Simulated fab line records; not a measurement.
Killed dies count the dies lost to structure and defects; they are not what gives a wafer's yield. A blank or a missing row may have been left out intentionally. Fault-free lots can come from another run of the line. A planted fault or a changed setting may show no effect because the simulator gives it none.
Which of the tools did it? / flow nand harc / 12 lots with 34 wafers sampled at 5 steps, on a route of 1159 steps

== WHAT THE GAUGES READ, wafer by wafer ==
NHARC_END_SORT_01. Usual: killed at array 27, standard deviation 9.9; killed at other 0.5, standard deviation 0.76; killed at periphery 3.4, standard deviation 2.2; killed dies 31, standard deviation 10; killed open 3.3, standard deviation 2; killed short 2.0, standard deviation 1.5.
lot=L754; measured=day 20 05:43; on=prober-02; killed at array=24 675; killed at other=0 1; killed at periphery=4 1; killed dies=28 677; killed open=0 2; killed short=4 4; flag=OFF
lot=L755; measured=day 20 12:49; on=prober-01; killed at array=674 20; killed at other=0 0; killed at periphery=3 2; killed dies=677 22; killed open=7 4; killed short=5 2; flag=OFF
lot=L769; measured=day 23 15:02; on=prober-02; killed at array=17 10 14; killed at other=2 1 0; killed at periphery=2 2 1; killed dies=21 13 15; killed open=5 5 1; killed short=1 1 2; flag=
lot=L771; measured=day 23 22:16; on=prober-01; killed at array=15 16 14; killed at other=1 0 2; killed at periphery=6 2 6; killed dies=22 18 22; killed open=5 3 7; killed short=1 1 1; flag=

== WHICH TOOL RAN EACH LOT (tool, then ch and the chambers of the sampled wafers, then the start) ==
lot=L751; NHARC_A_SLIT_ETCH_24=rie diel-10 ch 1,2,3, day 14 09:38; NHARC_A_SLIT_ETCH_15=rie diel-10 ch 1,2, day 15 01:42 or earlier; NHARC_A_WL_FILL_CVD_03=cvd w-02 ch 0,1, day 15 01:42; NHARC_A_WL_FILL_ETCHBACK_16=rie diel-06 ch 1,2,3, day 15 14:50
lot=L753; NHARC_A_SLIT_ETCH_24=rie diel-12 ch 1,3, day 14 15:33; NHARC_A_SLIT_ETCH_15=rie diel-12 ch 0,1, day 15 07:04 or earlier; NHARC_A_WL_FILL_CVD_03=cvd w-01 ch 0,1, day 15 07:04; NHARC_A_WL_FILL_ETCHBACK_16=rie diel-09 ch 0,1,2, day 15 20:35
lot=L754; NHARC_A_SLIT_ETCH_24=rie diel-10 ch 0,3, day 14 15:54; NHARC_A_SLIT_ETCH_15=rie diel-10 ch 1,3, day 15 08:49 or earlier; NHARC_A_WL_FILL_CVD_03=cvd w-02 ch 0, day 15 08:49; NHARC_A_WL_FILL_ETCHBACK_16=rie diel-06 ch 0,3, day 15 20:35
lot=L755; NHARC_A_SLIT_ETCH_24=rie diel-10 ch 2,3, day 15 06:16; NHARC_A_SLIT_ETCH_15=rie diel-10 ch 0, day 15 22:56 or earlier; NHARC_A_WL_FILL_CVD_03=cvd w-02 ch 1, day 15 22:56; NHARC_A_WL_FILL_ETCHBACK_16=rie diel-06 ch 0, day 16 16:35
lot=L763; NHARC_A_SLIT_ETCH_24=rie diel-12 ch 0,3, day 17 06:30; NHARC_A_SLIT_ETCH_15=rie diel-12 ch 1,3, day 18 01:52 or earlier; NHARC_A_WL_FILL_CVD_03=cvd w-02 ch 0,1, day 18 01:52; NHARC_A_WL_FILL_ETCHBACK_16=rie diel-09 ch 0,1,3, day 18 15:09
lot=L765; NHARC_A_SLIT_ETCH_24=rie diel-10 ch 0,1,2, day 17 15:35; NHARC_A_SLIT_ETCH_15=rie diel-10 ch 0,1, day 18 03:41 or earlier; NHARC_A_WL_FILL_CVD_03=cvd w-01 ch 0,1, day 18 03:41; NHARC_A_WL_FILL_ETCHBACK_16=rie diel-09 ch 0,1,2, day 18 20:31
lot=L768; NHARC_A_SLIT_ETCH_24=rie diel-10 ch 0,1,2, day 18 06:06; NHARC_A_SLIT_ETCH_15=rie diel-10 ch 2,3, day 18 17:32 or earlier; NHARC_A_WL_FILL_CVD_03=cvd w-02 ch 0,1, day 18 17:32; NHARC_A_WL_FILL_ETCHBACK_16=rie diel-02 ch 0,1,3, day 19 07:14
lot=L769; NHARC_A_SLIT_ETCH_24=rie diel-10 ch 0,1, day 18 14:55; NHARC_A_SLIT_ETCH_15=rie diel-10 ch 0,1,3, day 19 06:37 or earlier; NHARC_A_WL_FILL_CVD_03=cvd w-02 ch 0,1, day 19 06:37; NHARC_A_WL_FILL_ETCHBACK_16=rie diel-09 ch 0,1, day 19 19:19
lot=L770; NHARC_A_SLIT_ETCH_24=rie diel-05 ch 1,2,3, day 19 04:06; NHARC_A_SLIT_ETCH_15=rie diel-05 ch 1,2,3, day 19 18:19 or earlier; NHARC_A_WL_FILL_CVD_03=cvd w-02 ch 0,1, day 19 18:19; NHARC_A_WL_FILL_ETCHBACK_16=rie diel-02 ch 0,1,3, day 20 09:28
lot=L771; NHARC_A_SLIT_ETCH_24=rie diel-10 ch 0,1,3, day 19 04:16; NHARC_A_SLIT_ETCH_15=rie diel-10 ch 2,3, day 19 18:41 or earlier; NHARC_A_WL_FILL_CVD_03=cvd w-01 ch 0, day 19 18:41; NHARC_A_WL_FILL_ETCHBACK_16=rie diel-06 ch 0,1,3, day 20 08:38
lot=L774; NHARC_A_SLIT_ETCH_24=rie diel-10 ch 0,1,2, day 19 16:23; NHARC_A_SLIT_ETCH_15=rie diel-10 ch 0,1,2, day 20 07:12 or earlier; NHARC_A_WL_FILL_CVD_03=cvd w-02 ch 0,1, day 20 07:12; NHARC_A_WL_FILL_ETCHBACK_16=rie diel-09 ch 1,2,3, day 20 18:36
lot=L773; NHARC_A_SLIT_ETCH_24=rie diel-05 ch 0,2,3, day 19 17:20; NHARC_A_SLIT_ETCH_15=rie diel-05 ch 1,2,3, day 20 05:21 or earlier; NHARC_A_WL_FILL_CVD_03=cvd w-02 ch 0,1, day 20 05:21; NHARC_A_WL_FILL_ETCHBACK_16=rie diel-06 ch 1,2,3, day 20 17:58
- NHARC_A_SLIT_ETCH_24: etches the open film in CF4/CHF3, target depth 121 nm, time 60.5 s.
- NHARC_A_SLIT_ETCH_15: etches the open film in O2/COS, target depth 3200 nm, time 832 s.
- NHARC_A_WL_FILL_CVD_03: deposits W, target thk 40 nm, time 3302 s.
- NHARC_A_WL_FILL_ETCHBACK_16: etches the open film in C4F8/O2/Ar, target depth 88 nm, time 17.6 s.

== WHAT THE TOOLS THEMSELVES READ (means of the sampled wafers that have a number; where no wafer has one, the mark that the record gives instead) ==
NHARC_A_SLIT_ETCH_24. Usual: drypump motor current A 5.4 A, standard deviation 0.33; oes product au 0.958 a.u., standard deviation 0.023; rf vpp V 371.2 V, standard deviation 2.2; showerhead plenum p Torr 1.60 Torr, standard deviation 0.064; throttle valve pct 16.801 %, standard deviation 0.009.
lot=L751; tool=rie diel-10; drypump motor current A (A)=5.2; oes product au (a.u.)=0.972; rf vpp V (V)=371.2; showerhead plenum p Torr (Torr)=1.59; throttle valve pct (%)=16.788; flag=
lot=L753; tool=rie diel-12; drypump motor current A (A)=5.8; oes product au (a.u.)=0.969; rf vpp V (V)=369.2; showerhead plenum p Torr (Torr)=1.55; throttle valve pct (%)=16.799; flag=
lot=L754; tool=rie diel-10; drypump motor current A (A)=5.4; oes product au (a.u.)=0.933; rf vpp V (V)=369.4; showerhead plenum p Torr (Torr)=1.55; throttle valve pct (%)=16.787; flag=
lot=L755; tool=rie diel-10; drypump motor current A (A)=5.1; oes product au (a.u.)=0.973; rf vpp V (V)=370.9; showerhead plenum p Torr (Torr)=1.61; throttle valve pct (%)=16.796; flag=
lot=L763; tool=rie diel-12; drypump motor current A (A)=5.4; oes product au (a.u.)=0.965; rf vpp V (V)=371.0; showerhead plenum p Torr (Torr)=1.58; throttle valve pct (%)=16.806; flag=
lot=L765; tool=rie diel-10; drypump motor current A (A)=5.3; oes product au (a.u.)=0.952; rf vpp V (V)=372.5; showerhead plenum p Torr (Torr)=1.60; throttle valve pct (%)=16.790; flag=
lot=L768; tool=rie diel-10; drypump motor current A (A)=5.3; oes product au (a.u.)=0.953; rf vpp V (V)=370.8; showerhead plenum p Torr (Torr)=1.60; throttle valve pct (%)=16.800; flag=
lot=L769; tool=rie diel-10; drypump motor current A (A)=5.5; oes product au (a.u.)=0.933; rf vpp V (V)=370.4; showerhead plenum p Torr (Torr)=1.56; throttle valve pct (%)=16.800; flag=
lot=L770; tool=rie diel-05; drypump motor current A (A)=5.6; oes product au (a.u.)=0.962; rf vpp V (V)=372.0; showerhead plenum p Torr (Torr)=1.62; throttle valve pct (%)=16.806; flag=
lot=L771; tool=rie diel-10; drypump motor current A (A)=5.4; oes product au (a.u.)=0.919; rf vpp V (V)=368.5; showerhead plenum p Torr (Torr)=1.54; throttle valve pct (%)=16.795; flag=
lot=L774; tool=rie diel-10; drypump motor current A (A)=5.3; oes product au (a.u.)=0.963; rf vpp V (V)=371.6; showerhead plenum p Torr (Torr)=1.60; throttle valve pct (%)=16.804; flag=
lot=L773; tool=rie diel-05; drypump motor current A (A)=5.8; oes product au (a.u.)=0.955; rf vpp V (V)=373.3; showerhead plenum p Torr (Torr)=1.66; throttle valve pct (%)=16.805; flag=

NHARC_A_SLIT_ETCH_15. Usual: drypump motor current A 5.4 A, standard deviation 0.34; oes product au 0.999 a.u., standard deviation 0.015; rf vpp V 314.8 V, standard deviation 2; showerhead plenum p Torr 3.16 Torr, standard deviation 0.12; throttle valve pct 28.330 %, standard deviation 0.0087.
lot=L751; tool=rie diel-10; drypump motor current A (A)=5.1; oes product au (a.u.)=1.002; rf vpp V (V)=316.1; showerhead plenum p Torr (Torr)=3.26; throttle valve pct (%)=28.336; flag=
lot=L753; tool=rie diel-12; drypump motor current A (A)=5.5; oes product au (a.u.)=1.019; rf vpp V (V)=314.7; showerhead plenum p Torr (Torr)=3.25; throttle valve pct (%)=28.334; flag=
lot=L754; tool=rie diel-10; drypump motor current A (A)=5.3; oes product au (a.u.)=1.002; rf vpp V (V)=313.4; showerhead plenum p Torr (Torr)=3.05; throttle valve pct (%)=28.319; flag=
lot=L755; tool=rie diel-10; drypump motor current A (A)=5.6; oes product au (a.u.)=0.994; rf vpp V (V)=313.8; showerhead plenum p Torr (Torr)=3.11; throttle valve pct (%)=28.325; flag=
lot=L763; tool=rie diel-12; drypump motor current A (A)=6.0; oes product au (a.u.)=0.997; rf vpp V (V)=314.5; showerhead plenum p Torr (Torr)=3.10; throttle valve pct (%)=28.325; flag=
lot=L765; tool=rie diel-10; drypump motor current A (A)=5.5; oes product au (a.u.)=0.980; rf vpp V (V)=313.5; showerhead plenum p Torr (Torr)=3.10; throttle valve pct (%)=28.331; flag=
lot=L768; tool=rie diel-10; drypump motor current A (A)=5.0; oes product au (a.u.)=1.006; rf vpp V (V)=316.1; showerhead plenum p Torr (Torr)=3.24; throttle valve pct (%)=28.334; flag=
lot=L769; tool=rie diel-10; drypump motor current A (A)=5.4; oes product au (a.u.)=1.002; rf vpp V (V)=313.3; showerhead plenum p Torr (Torr)=3.07; throttle valve pct (%)=28.336; flag=
lot=L770; tool=rie diel-05; drypump motor current A (A)=5.7; oes product au (a.u.)=0.992; rf vpp V (V)=315.5; showerhead plenum p Torr (Torr)=3.21; throttle valve pct (%)=28.336; flag=
lot=L771; tool=rie diel-10; drypump motor current A (A)=5.2; oes product au (a.u.)=1.013; rf vpp V (V)=314.6; showerhead plenum p Torr (Torr)=3.13; throttle valve pct (%)=28.330; flag=
lot=L774; tool=rie diel-10; drypump motor current A (A)=5.3; oes product au (a.u.)=0.992; rf vpp V (V)=315.0; showerhead plenum p Torr (Torr)=3.17; throttle valve pct (%)=28.330; flag=
lot=L773; tool=rie diel-05; drypump motor current A (A)=5.7; oes product au (a.u.)=0.994; rf vpp V (V)=315.6; showerhead plenum p Torr (Torr)=3.21; throttle valve pct (%)=28.328; flag=

NHARC_A_WL_FILL_CVD_03. Usual: chamber pressure Torr 40.00 Torr, standard deviation 0.086; heater power w 501 W, standard deviation 30; throttle valve pct 7.9 %, standard deviation 0.5.
lot=L751; tool=cvd w-02; chamber pressure Torr (Torr)=40.03; heater power w (W)=537; throttle valve pct (%)=7.4; flag=
lot=L753; tool=cvd w-01; chamber pressure Torr (Torr)=39.95; heater power w (W)=469; throttle valve pct (%)=8.3; flag=
lot=L754; tool=cvd w-02; chamber pressure Torr (Torr)=39.95; heater power w (W)=559; throttle valve pct (%)=8.1; flag=
lot=L755; tool=cvd w-02; chamber pressure Torr (Torr)=40.00; heater power w (W)=516; throttle valve pct (%)=7.2; flag=
lot=L763; tool=cvd w-02; chamber pressure Torr (Torr)=40.00; heater power w (W)=513; throttle valve pct (%)=7.6; flag=
lot=L765; tool=cvd w-01; chamber pressure Torr (Torr)=40.04; heater power w (W)=481; throttle valve pct (%)=8.3; flag=
lot=L768; tool=cvd w-02; chamber pressure Torr (Torr)=40.04; heater power w (W)=509; throttle valve pct (%)=7.6; flag=
lot=L769; tool=cvd w-02; chamber pressure Torr (Torr)=39.94; heater power w (W)=506; throttle valve pct (%)=7.7; flag=
lot=L770; tool=cvd w-02; chamber pressure Torr (Torr)=39.98; heater power w (W)=515; throttle valve pct (%)=7.5; flag=
lot=L771; tool=cvd w-01; chamber pressure Torr (Torr)=40.10; heater power w (W)=486; throttle valve pct (%)=8.4; flag=
lot=L774; tool=cvd w-02; chamber pressure Torr (Torr)=40.01; heater power w (W)=520; throttle valve pct (%)=7.5; flag=
lot=L773; tool=cvd w-02; chamber pressure Torr (Torr)=39.95; heater power w (W)=511; throttle valve pct (%)=7.7; flag=

NHARC_A_WL_FILL_ETCHBACK_16. Usual: oes product au 0.980 a.u., standard deviation 0.03; rf vpp V 724 V, standard deviation 3.8; run length s 38.9 s, standard deviation 0.38.
lot=L751; tool=rie diel-06; oes product au (a.u.)=0.919; rf vpp V (V)=721; run length s (s)=39.3; flag=
lot=L753; tool=rie diel-09; oes product au (a.u.)=0.999; rf vpp V (V)=725; run length s (s)=38.8; flag=
lot=L754; tool=rie diel-06; oes product au (a.u.)=1.000; rf vpp V (V)=726; run length s (s)=32.5; flag=OFF
lot=L755; tool=rie diel-06; oes product au (a.u.)=0.988; rf vpp V (V)=728; run length s (s)=32.7; flag=OFF
lot=L763; tool=rie diel-09; oes product au (a.u.)=1.000; rf vpp V (V)=726; run length s (s)=38.7; flag=
lot=L765; tool=rie diel-09; oes product au (a.u.)=0.918; rf vpp V (V)=725; run length s (s)=38.9; flag=
lot=L768; tool=rie diel-02; oes product au (a.u.)=0.975; rf vpp V (V)=723; run length s (s)=39.0; flag=
lot=L769; tool=rie diel-09; oes product au (a.u.)=0.987; rf vpp V (V)=724; run length s (s)=39.0; flag=
lot=L770; tool=rie diel-02; oes product au (a.u.)=0.948; rf vpp V (V)=724; run length s (s)=38.8; flag=
lot=L771; tool=rie diel-06; oes product au (a.u.)=0.995; rf vpp V (V)=722; run length s (s)=39.1; flag=
lot=L774; tool=rie diel-09; oes product au (a.u.)=0.982; rf vpp V (V)=725; run length s (s)=38.7; flag=
lot=L773; tool=rie diel-06; oes product au (a.u.)=0.994; rf vpp V (V)=721; run length s (s)=39.1; flag=

== THE ANSWER, worked out from the rows above alone ==
Rule: a lot counts as off when the mean over its wafers that have a number is more than 3 standard deviations away from the usual mean. A lot without any number at a reading at which 4 lots or more have one is off too. Any other lot the step has rows for is counted as sound. After the gauges, taken in route order, come the tools' own readings; for these a lot's mean is taken, as printed above. At the first step where some lot is off, the reading lying furthest off is the one used; lots without a number count as furthest.
Off, at NHARC_END_SORT_01 on killed at array: L754, L755. Neither off nor sound, because the step has no rows for them: L751, L753, L763, L765, L768, L770, L774, L773.
If a tool, at a process step before that reading, ran all the lots that are off and no sound lot after the first of them, it fits. Not tried: the gauges at NHARC_END_SORT_01; whatever is off there is also off at NHARC_A_WL_FILL_ETCHBACK_16, on other tools, and gauge error can't account for it. NHARC_A_SLIT_ETCH_15 gives no start for some lots, so the hours and the order of its lots are those of NHARC_A_WL_FILL_CVD_03. None of those tried fits.

== WHAT THE SIMULATOR HAD PUT IN ==
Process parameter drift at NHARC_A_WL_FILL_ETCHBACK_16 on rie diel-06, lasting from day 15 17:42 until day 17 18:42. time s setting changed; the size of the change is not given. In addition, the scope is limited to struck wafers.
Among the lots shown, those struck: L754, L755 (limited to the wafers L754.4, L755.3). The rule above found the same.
